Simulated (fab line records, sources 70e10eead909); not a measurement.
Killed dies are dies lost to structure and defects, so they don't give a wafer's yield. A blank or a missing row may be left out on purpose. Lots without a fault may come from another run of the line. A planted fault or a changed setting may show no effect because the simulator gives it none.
Problem report in the 8D (eight disciplines) form, filled by code | flow nand_harc | the parts of the form that need people (team, actions taken, sign-off) are left out

1. THE PROBLEM
thk_nm at NHARC_A_ONON_D1_THK_MEAS_02 reads a mean of 1099 nm on 6 wafers of 2 lots; wafers without a fault read 1000 nm with a standard deviation of 9.5. That is +10 standard deviations from the usual mean.
The step: measures by ellipsometry.
First seen on wafer L783.2, day 12 15:12, on film_metro-02. The record holds 39 wafers of 13 lots with a number at this step. Rule for "out", or "out of limits": more than 4 standard deviations from the usual mean. The other wafers with a number count as sound.

2. WHAT IT IS AND WHAT IT IS NOT
question                    | is                     | is not
which readings at this step | thk_nm                 | -
which lots                  | L783, L784             | L771, L772, L773, L774, L776, L777, L788, L789, L790, L793, L794
which wafers of those lots  | all that have a number | -
read on which gauges        | film_metro-02          | film_metro-01
when                        | from day 12 15:12      | up to then (18 sound wafers); but 15 sound wafers of L788, L789, L790, L793, L794 came after

3. SUSPECTS, AND WHAT RULES EACH OUT
Counting: a tool at a process step up to the reading stays a suspect if it ran every lot that is out and no sound lot after the first of them.
- the gauge at NHARC_A_ONON_D1_THK_MEAS_02: ruled out. All the wafers that are out were read on film_metro-02, but those of them that NHARC_END_SORT_01 has rows for are out there too, on other tools.
- pecvd_onon-02 at NHARC_A_ONON_D1_DEP_00 (target thk 1000 nm): ruled out as a lasting fault. Sound lots L794 ran on it after its first lot that is out, L783 (day 12 14:44).
Left after counting: nothing in the record.

4. THE CAUSE (what the simulator had put in)
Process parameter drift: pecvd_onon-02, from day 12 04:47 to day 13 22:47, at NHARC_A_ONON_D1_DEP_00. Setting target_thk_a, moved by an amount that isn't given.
Counting ruled it out, wrongly: the rule takes a fault to strike every lot that its tool runs from its start on, and this one did not.

5. THE CHAIN OF EFFECTS, in route order
Each row: a reading whose mean over the struck wafers that have a number lies more than 3 standard deviations from the usual. Only readings for which the record gives a usual standard deviation are gone through. hours: the time from each lot's start at the first step in this table that gives one to its start at this step, as a median over the lots. sigmas: the change in usual standard deviations.
hours | step                        | reading         | usual   | on struck wafers | change | sigmas
0     | NHARC_A_ONON_D1_THK_MEAS_02 | thk_nm          | 1000 nm | 1099             | +99    | +10
394   | NHARC_END_SORT_01           | killed_at_array | 59      | 674              | +616   | +31
394   | NHARC_END_SORT_01           | killed_dies     | 63      | 677              | +614   | +31

6. WHAT WOULD HAVE CAUGHT IT SOONER
In this record the first reading out of limits at a measuring or inspecting step was taken at day 12 15:12, 10 hours after the fault began at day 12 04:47.
Of the tool readings at NHARC_A_ONON_D1_DEP_00 for which the record gives a usual standard deviation, none was out on any struck wafer, so an alarm limit of 4 standard deviations on them would not have fired.
